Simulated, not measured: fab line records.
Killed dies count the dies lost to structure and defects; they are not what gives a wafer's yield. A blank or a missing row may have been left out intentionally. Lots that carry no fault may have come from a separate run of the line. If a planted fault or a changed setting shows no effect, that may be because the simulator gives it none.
fab line records    flow n5_finfet
record lots=5  wafers=15  last_day=18
route steps=1938 shown WELL_APT@45 PMOS_HMC_CHANNEL_EPI@57 BEOL_M4@1111 PASSIVATION@1936
lots that met no fault: from a run of the same line without faults
start_h: hours from the record's opening day to when the first of the lot's shown wafers began    wait_h: hours from the lot's prior step to this one    " as in the row above    L1.1+2: one row covering several wafers at once    - no value, or no start given    * or withheld: withheld    < > ~ a bound
route shown NAME@n: names a module that has steps shown in the file, with the first one's number in the route    usual: mean/standard deviation taken from wafers without a fault    same: alike in all rows    chamber/n: place in a boat    sites: readings site by site    _std_site: the values' standard deviation    _edge_site: outer sites' mean less inner sites'    radius_mm: how far each site lies from the wafer's centre    mask NAME#n: copy n    behind: the tool/chamber that last shaped the wafer    hold: cause of the lot's hold/its duration in hours/its outcome    device: the transistor (n, p or np) that didn't switch    end of line: at the end of the route, the tests of the same wafers    for a step that has no rows: nothing shown but its recipe    killed: not the wafer's yield, but the dies lost to structure and defects at the first sort    map: a wafer's dies, marking killed ones x, the rest . and places with no die _
set.NAME: the run value of the setting; set.NAME@STEP: its run value at that earlier step    model.NAME: the simulator's own value behind a step, which no gauge read
lots at some steps of the route; a table a step, a row a wafer
services: from which hour (start_h, from the record's first day; less than 0 if before it) a tool's chamber was out of use, for how many hours, and why
## steps
# step N5_WELL_APT_INSPECT_27
# recipe mode=adi  inspect_instrument=macro
# usual raw_defect_count=1.9/1.3
lot.wafer  tool               chamber  start_h  wait_h  raw_defect_count
L979.2     defect_inspect-01  -        26.86    0.0     2
L979.4     "                  -        "        "       3
L979.5     "                  -        "        "       1
L980.2     defect_inspect-02  -        33.19    0.0     0
L980.4     "                  -        "        "       0
L980.6     "                  -        "        "       3
L995.1     defect_inspect-01  -        123.00   0.0     3
L995.3     "                  -        "        "       2
L995.4     "                  -        "        "       2
L999.4     defect_inspect-01  -        147.31   0.0     4
L999.5     "                  -        "        "       4
L999.6     "                  -        "        "       2
L100.2     defect_inspect-02  -        153.83   0.0     3
L100.3     "                  -        "        "       0
L100.6     "                  -        "        "       1
# step N5_WELL_APT_DESCUM_30
# recipe chemistry=O2  time_s=7.9  source_power_w=50  bias_power_w=20  pressure_mtorr=20  rf_frequency_hz=2.712e+07  temp_c=40  o2_flow_sccm=225
# usual drypump_motor_current_A=5.72/0.29  oes_product_au=0.79/0.1  rf_fwd_power_W=49.62/0.17  rf_vpp_V=243.2/1.3  showerhead_plenum_p_Torr=2.09/0.074  throttle_valve_pct=20.48/0.27
lot.wafer  tool         chamber  start_h  wait_h  drypump_motor_current_A  oes_product_au  rf_fwd_power_W  rf_hours_counter_h  rf_vpp_V  showerhead_plenum_p_Torr  throttle_valve_pct
L979.2     rie_diel-05  1        26.90    0.0     5.83                     1.01            49.74           1                   243.2     2.17                      20.18
L979.4     "            2        "        "       5.88                     0.69            49.86           231                 243.9     2.05                      20.95
L979.5     "            2        "        "       5.87                     0.69            49.85           -                   242.2     2.05                      20.96
L980.2     rie_diel-03  1        33.37    0.2     5.35                     0.76            49.60           166                 241.1     1.99                      20.51
L980.4     "            2        "        "       5.73                     0.78            49.64           125                 243.0     2.02                      20.29
L980.6     "            0        "        "       5.54                     0.76            49.48           -                   244.8     2.18                      20.76
L995.1     rie_diel-05  1        123.04   0.0     5.81                     0.91            49.80           33                  242.2     2.16                      20.25
L995.3     "            0        "        "       5.83                     0.75            49.46           170                 242.0     2.06                      20.20
L995.4     "            0        "        "       5.78                     0.75            49.72           -                   242.9     2.06                      20.21
L999.4     rie_diel-03  1        147.38   0.1     5.38                     0.72            49.54           -                   240.4     1.98                      20.54
L999.5     "            3        "        "       5.64                     0.85            49.86           -                   245.6     2.12                      20.27
L999.6     "            0        "        "       5.55                     0.71            49.64           -                   244.6     2.17                      20.80
L100.2     rie_diel-03  1        155.44   1.6     5.39                     0.73            49.54           205                 240.9     1.98                      20.55
L100.3     "            3        "        "       5.62                     0.85            49.46           53                  243.6     2.12                      20.29
L100.6     "            0        "        "       5.56                     0.72            49.54           -                   244.2     2.17                      20.83
# step N5_WELL_APT_IMPLANT_31
# recipe species=B  energy_kev=60  dose_cm2=1.5e+13  tilt_deg=0  rotation_deg=0
# step N5_WELL_APT_IMPLANT_32
# recipe species=BF2  energy_kev=50  dose_cm2=2e+13  tilt_deg=0  rotation_deg=0
# step N5_WELL_APT_STRIP_33
# recipe chemistry=SPM  time_s=900  temp_c=130  h2so4_h2o2_vol_ratio=4  dry=ipa_marangoni
# step N5_WELL_APT_RTA_34
# recipe temp_c=1000  time_s=10  ambient=N2  idle_temp_c=600  ramp_up_c_per_s=150  ramp_down_c_per_s=60  cool_to_c=600
# usual lamp_power_pct=13.00/0.053  lamp_zone_7_pct=13.425/0.029  wafer_temp_C_max=1003.6/1.2
lot.wafer  tool           chamber  start_h  wait_h  lamp_power_pct  lamp_zone_7_pct  wafer_temp_C_max
L979.2     rtp_anneal-02  0        27.68    0.0     13.00           13.432           1003.9
L979.4     "              0        "        "       12.95           13.447           1002.7
L979.5     "              0        "        "       13.05           13.467           1002.6
L980.2     rtp_anneal-01  0        34.38    0.3     12.97           13.421           1004.0
L980.4     "              0        "        "       12.95           13.434           1003.7
L980.6     "              0        "        "       12.96           13.440           1003.2
L995.1     rtp_anneal-02  0        123.80   0.0     13.00           13.436           1003.7
L995.3     "              0        "        "       13.08           13.423           1004.3
L995.4     "              0        "        "       12.97           13.407           1003.4
L999.4     rtp_anneal-02  0        148.17   0.1     12.94           13.429           1002.6
L999.5     "              0        "        "       13.02           13.425           1002.9
L999.6     "              0        "        "       12.98           13.430           1002.2
L100.2     rtp_anneal-01  0        156.44   0.3     13.03           13.411           1002.1
L100.3     "              0        "        "       13.06           13.429           1004.6
L100.6     "              0        "        "       13.14           13.440           1002.5
# step N5_WELL_APT_OXIDE_STRIP_42
# recipe chemistry=dHF  dilution=25:1  time_s=45  temp_c=25  target=SiO2  target_depth_a=120
# step N5_WELL_APT_PRECLEAN_36
# recipe chemistry=O3/DIW  time_s=45  temp_c=22  o3_ppm=10
# step N5_WELL_APT_PRECLEAN_39
# recipe chemistry=dHF  time_s=60  dilution=150:1  temp_c=25
# step N5_WELL_APT_SRD_37
# recipe dry=ipa_marangoni  do_ppb=5  time_s=30  temp_c=23  rinse_liquid=diw
# step N5_WELL_APT_EPI_41
# recipe material=Si  target_thk_a=500  temp_c=650  precursor=SiH4/H2  pressure_torr=20  time_s=297.7
# usual lamp_inner_pct=12.7/0.67  throttle_valve_pct=11.4/0.37
lot.wafer  tool          chamber  start_h  wait_h  lamp_inner_pct  throttle_valve_pct
L979.2     epi_rpcvd-04  0        28.03    0.2     11.8            11.0
L979.4     "             0        "        "       11.6            10.9
L979.5     "             0        "        "       11.6            11.2
L980.2     epi_rpcvd-04  0        34.78    0.2     11.6            11.5
L980.4     "             0        "        "       11.5            11.0
L980.6     "             0        "        "       11.7            11.1
L995.1     epi_rpcvd-02  0        124.10   0.0     13.3            11.8
L995.3     "             0        "        "       13.4            11.9
L995.4     "             0        "        "       13.3            11.9
L999.4     epi_rpcvd-02  0        148.65   0.3     13.3            11.8
L999.5     "             0        "        "       13.0            12.0
L999.6     "             0        "        "       13.3            11.8
L100.2     epi_rpcvd-04  0        156.83   0.1     11.6            11.4
L100.3     "             0        "        "       11.7            11.1
L100.6     "             0        "        "       11.6            10.9
# step N5_WELL_APT_INSPECT_38
# recipe inspect_instrument=darkfield  mode=post_epi
# usual raw_defect_count=13/5.2
lot.wafer  tool               chamber  start_h  wait_h  raw_defect_count
L979.2     defect_inspect-02  -        28.74    0.6     16
L979.4     "                  -        "        "       11
L979.5     "                  -        "        "       8
L980.2     defect_inspect-02  -        35.72    0.8     16
L980.4     "                  -        "        "       14
L980.6     "                  -        "        "       12
L995.1     defect_inspect-01  -        124.93   0.7     17
L995.3     "                  -        "        "       17
L995.4     "                  -        "        "       19
L999.4     defect_inspect-02  -        148.98   0.2     8
L999.5     "                  -        "        "       20
L999.6     "                  -        "        "       12
L100.2     defect_inspect-01  -        157.36   0.4     17
L100.3     "                  -        "        "       16
L100.6     "                  -        "        "       16
# step N5_PMOS_HMC_CHANNEL_EPI_HM_DEP_34
# recipe material=SiO2  target_thk_a=360  temp_c=400  precursor=TEOS/O2  pressure_torr=6.5  rf_w=900  teos_flow_sccm=161.4  gas=O2  flow_sccm=2650  time_s=6.9
# usual heater_power_w=613/96  rf_fwd_power_W=888/4.7  showerhead_plenum_p_Torr=8.33/0.041  throttle_valve_pct=18.2/0.94
lot.wafer  tool      chamber  start_h  wait_h  heater_power_w  rf_fwd_power_W  showerhead_plenum_p_Torr  throttle_valve_pct
L979.2     pecvd-04  0        28.77    0.0     585             885             8.28                      17.5
L979.4     "         0        "        "       574             886             8.29                      17.1
L979.5     "         0        "        "       588             881             8.28                      17.2
L980.2     pecvd-03  1        35.75    0.0     576             877             8.29                      18.7
L980.4     "         0        "        "       808             894             8.29                      18.9
L980.6     "         2        "        "       729             886             8.38                      17.3
L995.1     pecvd-04  0        124.97   0.0     694             890             8.30                      17.3
L995.3     "         1        "        "       620             880             8.38                      17.3
L995.4     "         0        "        "       683             889             8.30                      17.4
L999.4     pecvd-01  0        149.03   0.0     673             888             8.34                      17.7
L999.5     "         2        "        "       440             884             8.35                      19.0
L999.6     "         1        "        "       587             896             8.31                      20.0
L100.2     pecvd-01  1        157.40   0.0     557             893             8.32                      19.8
L100.3     "         2        "        "       489             883             8.33                      19.1
L100.6     "         2        "        "       504             886             8.33                      19.4
# step N5_PMOS_HMC_CHANNEL_EPI_COAT_31
# recipe resist=BARC  temp_c=205  time_s=60  spin_rpm=1500  resist_thk_nm=66
# step N5_PMOS_HMC_CHANNEL_EPI_COAT_03
# recipe resist=CAR-ArF-block  spin_rpm=1500  resist_thk_nm=205
# step N5_PMOS_HMC_CHANNEL_EPI_EBR_05
# recipe solvent=PGMEA  ebr_width_mm=1.5
# step N5_PMOS_HMC_CHANNEL_EPI_SOFTBAKE_04
# recipe temp_c=110  time_s=60  resist=CAR-ArF-block
# step N5_PMOS_HMC_CHANNEL_EPI_EXPOSE_06
# recipe mask_id=PMOS_HMC_BLK  na=1.35  source_shape=conventional  sigma_outer=0.8  polarization=unpolarized  target_cd_nm=240  dose_mj=41
# step N5_PMOS_HMC_CHANNEL_EPI_PEB_07
# recipe peb_temp_c=110  peb_time_s=60  resist=CAR-ArF-block
# step N5_PMOS_HMC_CHANNEL_EPI_DEVELOP_08
# recipe develop_time_s=30  developer=TMAH  resist=CAR-ArF-block  dev_temp_c=23  rinse_liquid=diw  dry=air_spin
# step N5_PMOS_HMC_CHANNEL_EPI_CD_MEAS_09
# recipe target_cd_nm=237.4  landing_energy_ev=500  detector=se_inlens
# usual cd_nm=237.4/1
lot.wafer  tool       chamber  start_h  wait_h  cd_nm
L979.2     cd_sem-03  0        29.19    -       235.5
L979.4     "          0        "        "       235.9
L979.5     "          0        "        "       235.7
L980.2     cd_sem-03  0        36.04    -       237.2
L980.4     "          0        "        "       235.1
L980.6     "          0        "        "       236.2
L995.1     cd_sem-02  0        125.38   -       237.0
L995.3     "          0        "        "       237.6
L995.4     "          0        "        "       235.6
L999.4     cd_sem-01  0        149.43   -       238.0
L999.5     "          0        "        "       237.4
L999.6     "          0        "        "       238.3
L100.2     cd_sem-01  0        157.68   -       238.3
L100.3     "          0        "        "       238.5
L100.6     "          0        "        "       237.5
# step N5_PMOS_HMC_CHANNEL_EPI_OVL_MEAS_10
# recipe points_per_wafer=44
# usual PMOS_HMC_BLK_OVL=-0.3/0.75
lot.wafer  tool        chamber  start_h  wait_h  PMOS_HMC_BLK_OVL[nm]
L979.2     overlay-02  0        29.22    0.0     -0.8
L979.4     "           0        "        "       -1.5
L979.5     "           0        "        "       -0.7
L980.2     overlay-01  0        36.06    0.0     -0.1
L980.4     "           0        "        "       0.6
L980.6     "           0        "        "       0.2
L995.1     overlay-01  0        125.41   0.0     0.2
L995.3     "           0        "        "       -0.8
L995.4     "           0        "        "       -1.5
L999.4     overlay-02  0        149.45   0.0     -0.3
L999.5     "           0        "        "       -0.1
L999.6     "           0        "        "       0.6
L100.2     overlay-02  0        157.71   0.0     -0.1
L100.3     "           0        "        "       -1.0
L100.6     "           0        "        "       -1.6
# step N5_PMOS_HMC_CHANNEL_EPI_INSPECT_11
# recipe mode=adi  inspect_instrument=macro
# usual raw_defect_count=2.1/1.5
lot.wafer  tool               chamber  start_h  wait_h  raw_defect_count
L979.2     defect_inspect-01  -        29.25    0.0     4
L979.4     "                  -        "        "       2
L979.5     "                  -        "        "       1
L980.2     defect_inspect-01  -        36.09    0.0     2
L980.4     "                  -        "        "       2
L980.6     "                  -        "        "       3
L995.1     defect_inspect-02  -        125.43   0.0     289
L995.3     "                  -        "        "       2
L995.4     "                  -        "        "       241
L999.4     defect_inspect-02  -        149.48   0.0     3
L999.5     "                  -        "        "       3
L999.6     "                  -        "        "       3
L100.2     defect_inspect-01  -        157.73   0.0     2
L100.3     "                  -        "        "       0
L100.6     "                  -        "        "       3
# step N5_PMOS_HMC_CHANNEL_EPI_DESCUM_14
# recipe chemistry=O2  time_s=7.9  source_power_w=50  bias_power_w=20  pressure_mtorr=20  rf_frequency_hz=2.712e+07  temp_c=40  resist=CAR-ArF-block  o2_flow_sccm=225
# usual drypump_motor_current_A=5.5/0.49  oes_product_au=0.76/0.07  rf_fwd_power_W=49.28/0.23  rf_vpp_V=243.0/1.3  showerhead_plenum_p_Torr=2.08/0.07  throttle_valve_pct=20.56/0.29
lot.wafer  tool         chamber  start_h  wait_h  drypump_motor_current_A  oes_product_au  rf_fwd_power_W  rf_hours_counter_h  rf_vpp_V  showerhead_plenum_p_Torr  throttle_valve_pct
L979.2     rie_diel-04  3        29.28    0.0     5.3                      0.74            49.27           163                 243.8     2.18                      20.24
L979.4     "            0        "        "       5.6                      0.72            49.47           205                 243.0     2.09                      20.98
L979.5     "            2        "        "       6.1                      0.72            49.24           -                   244.9     2.18                      20.82
L980.2     rie_diel-04  1        36.39    0.3     6.5                      0.84            48.91           66                  243.0     2.14                      20.17
L980.4     "            3        "        "       5.3                      0.77            49.23           166                 244.1     2.18                      20.24
L980.6     "            0        "        "       5.5                      0.73            49.38           -                   243.7     2.09                      21.00
L995.1     rie_diel-06  3        125.46   0.0     5.3                      0.75            49.21           144                 242.6     1.98                      20.54
L995.3     "            0        "        "       5.3                      0.88            49.15           38                  242.6     2.06                      20.68
L995.4     "            3        "        "       5.3                      0.75            49.34           -                   242.0     1.98                      20.55
L999.4     rie_diel-06  0        149.53   0.0     5.3                      0.86            49.11           -                   242.4     2.06                      20.73
L999.5     "            3        "        "       5.3                      0.74            49.02           -                   240.8     1.98                      20.54
L999.6     "            2        "        "       4.8                      0.66            48.94           -                   244.6     2.15                      20.59
L100.2     rie_diel-02  2        157.77   0.0     5.8                      0.67            49.29           219                 243.4     2.04                      19.99
L100.3     "            3        "        "       5.1                      0.78            49.28           127                 241.2     2.00                      20.77
L100.6     "            0        "        "       5.9                      0.77            49.55           -                   242.8     2.06                      20.66
# step N5_BEOL_M4_RC_MEAS_101
# usual DIBL_N=35.4/2.1  DIBL_P=34.8/2.6  IOFF_N=0.15/0.037  IOFF_P=0.19/0.037  ION_N=677/16  ION_P=462/9.3  SS_N=71.4/0.75  SS_P=72.9/0.77  VT_N=250/3.7  VT_P=-251/3.5
lot.wafer  tool       chamber  start_h  wait_h  DIBL_N[mV/V]  DIBL_P[mV/V]  IOFF_N[nA/um]  IOFF_P[nA/um]  ION_N[uA/um]  ION_P[uA/um]  SS_N[mV/dec]  SS_P[mV/dec]  VT_N[mV]  VT_P[mV]
L979.2     prober-01  0        198.12   0.2     36.1          34.5          0.15           0.15           680           452           72.3          72.6          248       -255
L979.4     "          0        "        "       35.3          34.0          0.13           0.15           668           451           71.5          72.6          251       -257
L979.5     "          0        "        "       36.5          35.2          0.15           0.17           685           459           71.9          73.0          249       -250
L980.2     prober-02  0        198.60   0.3     38.4          39.8          0.20           0.25           699           473           72.0          73.6          247       -249
L980.4     "          0        "        "       33.5          34.8          0.13           0.17           679           465           70.9          72.8          254       -252
L980.6     "          0        "        "       31.5          30.8          0.09           0.12           658           453           69.6          71.7          254       -258
L995.1     prober-01  0        283.59   0.0     34.0          34.2          0.12           0.17           682           463           71.2          73.4          255       -253
L995.3     "          0        "        "       36.5          36.7          0.16           0.20           683           460           70.8          73.9          249       -251
L995.4     "          0        "        "       32.3          32.6          0.11           0.16           661           461           70.5          72.2          256       -252
L100.2     prober-02  0        326.19   0.2     36.8          37.0          0.18           0.19           703           462           72.1          73.5          248       -252
L100.3     "          0        "        "       34.6          36.3          0.15           0.20           689           468           71.3          72.6          247       -252
L100.6     "          0        "        "       33.5          32.9          0.12           0.15           680           463           71.7          72.2          251       -256
L999.4     prober-01  0        327.77   0.5     34.0          33.9          0.13           0.20           675           474           70.4          71.8          249       -246
L999.5     "          0        "        "       33.2          32.4          0.12           0.19           665           467           70.2          71.5          251       -248
L999.6     "          0        "        "       35.3          34.1          0.14           0.19           678           465           72.1          72.5          252       -249
# step N5_PASSIVATION_PROBE_49
# usual defect_limited_yield=90.5/1.7  killed_at_M0_to_M3=37/12  killed_at_M4_up=14/5.2  killed_at_contacts=12/5.9  killed_at_front_end=45/14  killed_at_other=3.5/2.8  killed_dies=112/21  killed_open=73/15  killed_short=36/8.9  sort_bin_5_function=5.6/1.2  sort_bin_6_memory=3.5/0.68  sort_n_pass=1068/21  sort_yield_pct=90.5/1.8
# same gross_dies=1180  killed_at_back_side=0  sort_bin_4_leakage[%]=0  sort_bin_8_speed[%]=0
lot.wafer  tool       chamber  start_h  wait_h  defect_limited_yield[%]  killed_at_M0_to_M3  killed_at_M4_up  killed_at_contacts  killed_at_front_end  killed_at_other  killed_dies  killed_open  killed_short  sort_bin_5_function[%]  sort_bin_6_memory[%]  sort_n_pass  sort_yield_pct[%]
L979.2     prober-01  -        308.22   0.1     91.5                     24                  7                8                   56                   5                100          62           32            4.7                     3.1                   1080         91.5
L979.4     prober-01  -        308.32   0.2     91.0                     33                  14               12                  46                   1                106          74           31            5.3                     3.3                   1074         91.0
L979.5     prober-01  -        308.37   0.3     91.1                     31                  11               13                  49                   1                105          71           31            5.3                     3.3                   1075         91.1
L995.1     prober-01  -        391.45   0.0     82.6                     45                  11               12                  132                  5                205          89           44            11.2                    5.0                   975          82.6
L995.4     prober-01  -        391.60   0.2     82.8                     50                  13               10                  124                  6                203          100          34            11.2                    5.3                   977          82.8
# killed by level:class
L979.2 FIN_SAQP:geometric_particle:open=14 FIN_SAQP:geometric_particle:short=11 STI_FIN_REVEAL:geometric_particle:open=11 MOL_CONTACT_COAG:geometric_particle:open=7 BEOL_M0_SAQP:geometric_particle:open=7 BEOL_M1:geometric_particle:open=6 STARTING-WAFER:geometric_particle:short=6 HKMG_FIN:area_etch=5
L979.4 STI_FIN_REVEAL:geometric_particle:open=18 BEOL_M0_SAQP:geometric_particle:open=11 FIN_SAQP:geometric_particle:open=9 MOL_CONTACT_COAG:geometric_particle:open=7 BEOL_M0_SAQP:geometric_particle:short=7 GATE_CUT:geometric_particle:short=6 BEOL_M3:geometric_particle:open=6 MOL_CONTACT_COAG:geometric_particle:short=5
L979.5 FIN_SAQP:geometric_particle:open=15 MOL_CONTACT_COAG:geometric_particle:open=11 GATE_CUT:geometric_particle:short=10 BEOL_M3:geometric_particle:open=9 STI_FIN_REVEAL:geometric_particle:open=8 FIN_SAQP:geometric_particle:short=6 BEOL_M0_SAQP:geometric_particle:open=6 BEOL_M2:geometric_particle:open=6
L995.1 PMOS_HMC_CHANNEL_EPI:unspecified=69 STI_FIN_REVEAL:geometric_particle:open=26 STI_FIN_REVEAL:geometric_particle:short=11 MOL_CONTACT_COAG:geometric_particle:open=9 BEOL_M3:geometric_particle:open=9 BEOL_M2:geometric_particle:open=8 FIN_SAQP:geometric_particle:short=8 BEOL_M0_SAQP:geometric_particle:short=7
L995.4 PMOS_HMC_CHANNEL_EPI:unspecified=66 STI_FIN_REVEAL:geometric_particle:open=23 FIN_SAQP:geometric_particle:open=11 BEOL_M3:geometric_particle:open=10 MOL_CONTACT_COAG:geometric_particle:open=9 BEOL_M0_SAQP:geometric_particle:open=9 BEOL_M0_SAQP:geometric_particle:short=9 BEOL_M2:geometric_particle:open=7
# map L995.1 (x killed, . not)
_________________x.xxxxxxxxx.________________
______________...xxxxxxxxxxxxx.._____________
___________...x..xxxxxxxxxxxxx.....__________
__________...xx.x..xxxxxxxxxx.x.x..._________
________........xxxxxxxxxxx.x....xx.x._______
_______.....x.....x..xxxxxx..x...x..x..______
______.....x..x...xx.x...xxx......x....._____
_____...........x.....x..x...............____
____.......x.x......................x.x..x___
___.x.x....x......xx............x..x...x...__
___.......................x.............x..__
__.....x............x.xx..........x.x......._
__.x.......x.....x.........................x_
_x.....................x...........x....x....
_........x........x....x....x.x....x.....x.x.
_....xx.....x.x...........x.x.......x.x......
_........x.x..................x.......x......
_.x..............x.........x..x....x......x..
_.......x......x...x......................xx.
_...........x......................x.....xx..
_........x......x...........x...x.x.x........
__............x.........x....x..........x..._
__...x.....x................................_
___.........x...xx..........x.....x........__
___...x....................................__
____...xx....x..........................x.___
_____x..xx.x..x..............x...........____
______..............x........x.........._____
_______x.......x.....................x.______
________.....................x...x...._______
__________.............xx..xx......._________
___________x..x.x.....x...xx...x..x__________
______________.....x......x..x.._____________
_________________.x..........________________
# map L979.4 (x killed, . not)
_________________............________________
______________...............x.._____________
___________........x.............x.__________
__________x.......................xx_________
________..xx.....x...x..........x....._______
_______....x...x.............x.........______
______.................xx.x...x........._____
_____..........x.x.....x.x........x.x....____
____.........xxx..........x.....x....x....___
___xx......x...........x..............x....__
___..........x.......x........x..........x.__
__.....x.x................xx.........x......_
__................................x....x...x_
_.......x................x...................
_.....x.x...x..x........x.......x...x........
_x........x........x.................x.......
_.....x...................xx.................
_..............................x.............
_.........x.x................x.....x........x
_...x....................x............x......
_....x................................x......
__........x..........x......x..............._
__...............................x....xx...._
___.....................xx.....x.x.........__
___.x....x.................................__
____...........xx..........x............x.___
_____...x..................x.............____
______.....x...x...x...................._____
_______..............x...........x.....______
________..x...........x............x.._______
__________.........................x_________
___________x..x..................x.__________
______________..x..............._____________
_________________.........x..________________
## services
tool           chamber  start_h  hours  kind
rie_diel-03    2        17.48    1.4    repair
pecvd-04       2        21.12    -      clean
pecvd-04       2        21.12    -      consumable_replace:showerhead
pecvd-04       2        21.12    29.0   scheduled_down
pecvd-04       2        21.12    29.0   vent_cycle
rie_diel-04    3        21.75    5.6    repair
rie_diel-02    -        27.88    28.1   pm
pecvd-03       -        32.50    1.1    repair
rie_diel-03    -        33.78    0.2    repair
pecvd-01       2        38.30    15.3   repair
pecvd-01       0        40.09    5.5    scheduled_down
pecvd-03       -        43.01    0.8    repair
rie_diel-03    1        52.70    4.1    repair
rie_diel-03    2        60.98    1.8    repair
epi_rpcvd-04   -        65.28    0.5    pm
rie_diel-02    3        87.44    2.6    repair
rtp_anneal-01  -        95.01    1.2    pm
rie_diel-04    2        109.23   1.6    repair
rie_diel-06    2        112.41   19.7   repair
epi_rpcvd-02   -        113.99   1.2    repair
pecvd-04       0        136.78   13.9   repair
rie_diel-04    0        138.95   5.4    repair
rie_diel-05    -        143.37   14.6   pm
rie_diel-03    3        149.91   2.5    repair
## key
first_sign step=N5_PMOS_HMC_CHANNEL_EPI_INSPECT_11  reading=raw_defect_count  direction=up  sigmas=99+  usual=2.1  struck=265
effect step=N5_PASSIVATION_PROBE_49  reading=killed_at_front_end  direction=up  sigmas=5.9  usual=45  struck=128
more_kills_born_at N5_PMOS_HMC_CHANNEL_EPI_HM_DEP_34@pecvd-04=135
met_at N5_PMOS_HMC_CHANNEL_EPI_HM_DEP_34
struck_wafers L995.1,L995.4
onset_between 28.77 124.97
fault kind=chamber_particle_source  tool=pecvd-04  chamber=0  onset_h=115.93  steps=N5_PMOS_HMC_CHANNEL_EPI_HM_DEP_34  rate_per_visit_cm2=0.40359  end_h=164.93
